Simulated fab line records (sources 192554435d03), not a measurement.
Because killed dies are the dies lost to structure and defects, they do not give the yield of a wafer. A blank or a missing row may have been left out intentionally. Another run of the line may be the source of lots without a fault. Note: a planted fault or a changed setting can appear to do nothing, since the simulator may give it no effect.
A struck lot beside a sound one + flow n5-finfet + 40 steps out of a route of 1938
Sound: the wafers L266.2, L266.3, L266.5. Wafers L280.1, L280.2 were the ones struck. The cause is given at the end.
For every step that has rows: the tool of each side, followed by ch and its chambers, followed by its first start. Under that, the readings that differ: sound wafers + struck wafers + difference of the means + sigmas: that difference in standard deviations of wafers without a fault.
alike: readings whose means differ by less than 2 such deviations, and words and numbers that are the same on both sides. not compared: withheld readings, readings that some wafer has no value for, bounds like >300 that may hide the same value, and numbers for which the record gives no deviation and whose values overlap.
Wherever a step has rows on one side only, a row that says differs or no value, or a row with sigmas, the two part there. When numbers do not overlap yet have no deviation, they are printed without sigmas and do not part them. Lack of a reading on every wafer of one side parts them only where that side has two or more wafers.

first, 11 steps without rows for these wafers: N5_STI_FIN_REVEAL_ALD_14 (deposits Si3N4, target thk 3 nm); N5_STI_FIN_REVEAL_FCVD_FILL_01 (material SiO2 flowable, target thk 312 nm, time 512.2 s); N5_STI_FIN_REVEAL_DENSIFY_02 (time 1800 s); N5_STI_FIN_REVEAL_CMP_04 (polishes, stops on Si3N4, t overpolish 4 s, target thk 131.83 nm); N5_STI_FIN_REVEAL_DENSIFY_30; N5_STI_FIN_REVEAL_ETCHBACK_08 (etches SiO2 in C4F6/O2, target depth 30.5 nm, time 10.167 s); N5_STI_FIN_REVEAL_STRIP_24 (strips in N2/H2, time 90 s); N5_STI_FIN_REVEAL_PRECLEAN_25 (cleans in SPM, time 90 s); N5_STI_FIN_REVEAL_PRECLEAN_26 (cleans in SC1, time 45 s); N5_STI_FIN_REVEAL_PRECLEAN_29 (cleans in DHF, time 30 s); N5_STI_FIN_REVEAL_SRD_12 (time 30 s).
N5_STI_FIN_REVEAL_RECESS_09: chemistry HF/NH3, target SiO2, afs cycles 11, target depth 42.5 nm, sublimation time 60 s.
  sound on vapor-etch-02 ch 0, day 4 09:56; struck on vapor-etch-02 ch 0,1, day 7 09:52
  alike: drypump-motor-current-A
then, 10 steps without rows for these wafers: N5_STI_FIN_REVEAL_STRIP_16 (strips SiNx in H3PO4, target depth 23.8 nm); N5_STI_FIN_REVEAL_PRECLEAN_17 (cleans in NF3:NH3, afs cycles 1, time 20 s, sublimation time 60 s); N5_STI_FIN_REVEAL_ETCH_34 (etches Si in H2, material Si, target depth 0.97 nm); N5_STI_FIN_REVEAL_OXIDATION_31 (chemistry O2 PLASMA REMOTE, time 20 s); N5_STI_FIN_REVEAL_PRECLEAN_32 (cleans in NF3:NH3, afs cycles 1, time 20 s, sublimation time 60 s); N5_STI_FIN_REVEAL_STRIP_35 (strips Si3N4 in H3PO4, target depth 4 nm, time 39 s); N5_STI_FIN_REVEAL_SRD_21 (time 30 s); N5_STI_FIN_REVEAL_OXIDATION_33 (chemistry O2 PLASMA REMOTE, time 20 s); N5_STI_FIN_REVEAL_CLEAN_19 (cleans in O3/DIW, time 120 s); N5_STI_FIN_REVEAL_SRD_23 (time 30 s).
N5_STI_FIN_REVEAL_FIN_H_MEAS_10:
  struck on ocd-01, day 7 12:35; sound on ocd-02, day 4 12:38
| reading              | sound          | struck    | difference | sigmas |
|----------------------|----------------|-----------|------------|--------|
| trench-depth-nm (nm) | 53.7 52.8 52.9 | 42.4 42.5 | -10.7      | -15    |
then, 15 steps without rows for these wafers: N5_STI_FIN_REVEAL_PRECLEAN_18 (cleans in SC2, time 45 s); N5_STI_FIN_REVEAL_SRD_28 (time 30 s); N5_DUMMY_GATE_PRECLEAN_00 (cleans in O3/DIW, time 60 s); N5_DUMMY_GATE_SRD_01 (time 30 s); N5_DUMMY_GATE_ALD_02 (deposits SiO2, target thk 2 nm, pulse time 1 s); N5_DUMMY_GATE_CVD_03 (deposits a-Si from SiH4, target thk 150 nm, time 8042 s); N5_DUMMY_GATE_PRECLEAN_46 (cleans in DIW, time 89.5 s); N5_DUMMY_GATE_SRD_47 (dry time 32 s); N5_DUMMY_GATE_CMP_04 (polishes a-Si); N5_DUMMY_GATE_HM_DEP_06 (deposits SiNx from DCS/NH3, target thk 80 nm, time 5141 s); N5_DUMMY_GATE_PECVD_30 (deposits SiO2 from TEOS/O2, target thk 55 nm, time 10.8 s); N5_DUMMY_GATE_COAT_34 (time 60 s, resist thk 60 nm); N5_DUMMY_GATE_COAT_35 (time 60 s, resist thk 10 nm); N5_DUMMY_GATE_COAT_28 (time 60 s, resist thk 10 nm); N5_DUMMY_GATE_COAT_09 (resist thk 30 nm).
-- record jumps: 8 days separate the struck wafers' starts on either side; left off in module DUMMY_GATE, taken up again in module BEOL_M4, whose first shown step is the route's number 1111 --
N5_BEOL_M4_RC_MEAS_101:
  sound on prober-02 ch 0, day 13 03:19; struck on prober-01 ch 0, day 15 11:28
| reading            | sound             | struck        | difference | sigmas      |
|--------------------|-------------------|---------------|------------|-------------|
| DIBL_N (mV/V)      | 34.8 34.9 35.1    | 102.4 113.8   | +73.2      | +67         |
| DIBL_P (mV/V)      | 38.1 37.6 38.2    | 84.3 86.3     | +47.3      | +32         |
| IOFF_N (nA/um)     | 0.151 0.139 0.155 | 18.713 26.865 | +22.641    | +99 or more |
| IOFF_N_85C (nA/um) | 3.0 2.8 3.0       | 167.4 227.3   | +194.4     | +99 or more |
| IOFF_N_LIN (nA/um) | 0.071 0.065 0.072 | 0.305 0.379   | +0.273     | +36         |
| IOFF_P (nA/um)     | 0.196 0.182 0.195 | 18.130 19.818 | +18.783    | +99 or more |
| IOFF_P_85C (nA/um) | 3.4 3.2 3.4       | 156.0 167.4   | +158.4     | +99 or more |
| IOFF_P_LIN (nA/um) | 0.092 0.087 0.092 | 0.488 0.497   | +0.402     | +37         |
| ION_N (uA/um)      | 681 670 676       | 579 580       | -96        | -11         |
| ION_P (uA/um)      | 466 454 460       | 402 405       | -56        | -10         |
| REXT_N (ohm.um)    | 78.1 76.7 77.3    | 84.1 84.1     | +6.7       | +4          |
| REXT_P (ohm.um)    | 102.6 103.5 102.8 | 109.2 109.7   | +6.5       | +2          |
| SS_N (mV/dec)      | 71.9 71.5 71.8    | 147.4 156.4   | +80.2      | +99 or more |
| SS_P (mV/dec)      | 73.4 73.7 73.9    | 138.0 139.1   | +64.9      | +99 or more |
| VT_P (mV)          | -252 -253 -252    | -244 -244     | +8         | +3          |
  alike: VT_N
-- the record jumps here: 4 days lie between the struck wafers' starts before and after (it left off in module BEOL_M4 and takes up again in module PASSIVATION, whose first step shown is number 1936 of the route) --
N5_PASSIVATION_PROBE_49:
  struck on prober-01, day 19 21:04; sound on prober-02, day 18 01:58
| reading                | sound          | struck      | difference | sigmas |
|------------------------|----------------|-------------|------------|--------|
| sort_bin_4_leakage (%) | 0 0 0          | 92.46 91.53 | +92.00     |        |
| sort-n-pass            | 1080 1092 1082 | 0 0         | -1085      | -64    |
| sort-yield-pct (%)     | 91.5 92.5 91.7 | 0 0         | -92        | -66    |
  alike: defect-limited-yield, killed_at_M0_to_M3, killed_at_M4_up, killed-at-contacts, killed-at-front-end, killed-at-other, killed-dies, killed-on-rim, killed-open, killed-short, sort_bin_5_function, sort_bin_6_memory

== WHERE THEY PART ==
Earliest at N5_STI_FIN_REVEAL_FIN_H_MEAS_10; latest, in this record, at N5_PASSIVATION_PROBE_49.

WHY: what had been put in by the simulator
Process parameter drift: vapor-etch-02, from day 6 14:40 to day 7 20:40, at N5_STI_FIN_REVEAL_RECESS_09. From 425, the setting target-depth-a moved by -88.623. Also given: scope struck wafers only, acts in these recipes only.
